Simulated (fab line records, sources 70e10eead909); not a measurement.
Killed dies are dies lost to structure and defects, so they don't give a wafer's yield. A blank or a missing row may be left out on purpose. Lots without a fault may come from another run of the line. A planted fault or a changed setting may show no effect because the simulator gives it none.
Which tool did it? | flow nand_harc | 24 lots, 72 wafers sampled, at 2 steps of a route of 1159

WHAT THE GAUGES READ, wafer by wafer
NHARC_A_BLC_CD_MEAS_10: target cd 100 nm.
lot  | measured     | on        | cd_nm (nm)
L074 | day 17 02:20 | cd_sem-03 | 101.3 100.3 100.5
L075 | day 17 12:49 | cd_sem-02 | 100.8 100.6 100.2
L077 | day 17 15:51 | cd_sem-03 | 99.8 100.0 99.8
L076 | day 17 16:28 | cd_sem-03 | 100.5 99.3 100.5
L078 | day 18 04:33 | cd_sem-02 | 99.6 100.1 100.1
L079 | day 18 15:35 | cd_sem-02 | 99.9 99.8 99.7
L081 | day 19 15:07 | cd_sem-01 | 100.8 100.5 100.3
L083 | day 19 16:20 | cd_sem-02 | 100.6 100.6 99.6
L080 | day 19 17:46 | cd_sem-01 | 100.8 99.8 100.5
L082 | day 20 00:29 | cd_sem-02 | 99.1 99.7 100.0
L084 | day 20 01:21 | cd_sem-03 | 100.1 99.8 99.7
L088 | day 20 06:02 | cd_sem-03 | 99.0 99.4 100.0
L085 | day 20 19:37 | cd_sem-02 | 100.1 99.7 100.3
L087 | day 20 20:13 | cd_sem-01 | 99.4 100.1 100.3
L086 | day 20 22:07 | cd_sem-03 | 99.5 100.0 99.7
L090 | day 21 02:29 | cd_sem-02 | 99.7 100.8 100.3
L089 | day 21 13:19 | cd_sem-02 | 99.4 99.8 99.6
L093 | day 21 21:46 | cd_sem-03 | 99.0 99.0 99.6
L092 | day 22 02:52 | cd_sem-03 | 100.3 99.7 99.6
L091 | day 22 03:49 | cd_sem-02 | 100.9 101.0 100.5
L095 | day 22 15:16 | cd_sem-01 | 99.5 101.0 100.3
L097 | day 22 20:15 | cd_sem-03 | 99.4 99.2 99.2
L094 | day 22 23:02 | cd_sem-03 | 99.7 99.5 100.1
L096 | day 23 09:52 | cd_sem-03 | 99.5 99.0 100.0

NHARC_A_BLC_CD_MEAS_19.
lot  | measured     | on        | cd_nm (nm)
L074 | day 17 03:29 | cd_sem-03 | 100.4 99.7 99.9
L075 | day 17 13:58 | cd_sem-02 | 100.6 101.0 99.8
L077 | day 17 17:08 | cd_sem-01 | 98.9 98.6 100.3
L076 | day 17 17:46 | cd_sem-01 | 100.5 100.3 100.5
L078 | day 18 05:43 | cd_sem-03 | 100.4 99.8 100.2
L079 | day 18 16:45 | cd_sem-01 | 99.4 99.2 98.4
L081 | day 19 16:16 | cd_sem-01 | 100.6 96.9 101.0
L083 | day 19 17:29 | cd_sem-03 | 99.3 99.8 99.1
L080 | day 19 18:55 | cd_sem-02 | 100.9 101.9 101.4
L082 | day 20 01:42 | cd_sem-01 | 99.7 99.4 101.0
L084 | day 20 02:31 | cd_sem-02 | 100.8 98.9 99.9
L088 | day 20 07:11 | cd_sem-03 | 100.3 101.9 101.3
L085 | day 20 20:47 | cd_sem-01 | 100.5 98.9 100.4
L087 | day 20 21:22 | cd_sem-03 | 99.5 100.2 99.9
L086 | day 20 23:16 | cd_sem-01 | 100.6 101.1 99.7
L090 | day 21 03:38 | cd_sem-02 | 98.7 100.3 99.2
L089 | day 21 14:28 | cd_sem-03 | 101.0 99.9 101.8
L093 | day 21 22:55 | cd_sem-01 | 96.6 98.2 99.6
L092 | day 22 04:01 | cd_sem-03 | 99.5 100.8 98.4
L091 | day 22 04:58 | cd_sem-03 | 100.2 103.4 98.7
L095 | day 22 16:25 | cd_sem-01 | 99.1 99.8 99.7
L097 | day 22 21:25 | cd_sem-02 | 100.0 99.2 100.1
L094 | day 23 00:12 | cd_sem-02 | 99.7 101.3 101.7
L096 | day 23 11:01 | cd_sem-03 | 98.3 99.2 98.3

WHICH TOOL RAN EACH LOT (tool, then ch and the chambers of the sampled wafers, then the start)
The record holds no process step before these readings.

WHAT THE TOOLS THEMSELVES READ (means of the sampled wafers that have a number; where no wafer has one, the mark that the record gives instead)
The record holds no such reading with a usual standard deviation.

THE ANSWER, worked out from the rows above alone
Rule: what is usual is taken from the lots themselves. Put in order of their means at a reading, lots are off if they are a third of the lots or fewer, leave a main group of 4 or more, and stand apart from it by a gap of 3 or more times the standard deviation of the main group's means; of several such gaps the widest counts. A main group whose means are all the same, to the digits that the tables above print for the reading, isn't used. A lot without any number at a reading at which 4 lots or more have one is off too. The other lots that the step has rows for count as sound. The gauges are gone through in route order, then the tools' own readings, and for those a lot's mean is taken as printed above. The first step at which some lot is off is used, and at that step the reading that is off furthest; a lot without a number counts as furthest.
No lot is off at any reading shown: from this, nothing can be told.

WHAT THE SIMULATOR HAD PUT IN
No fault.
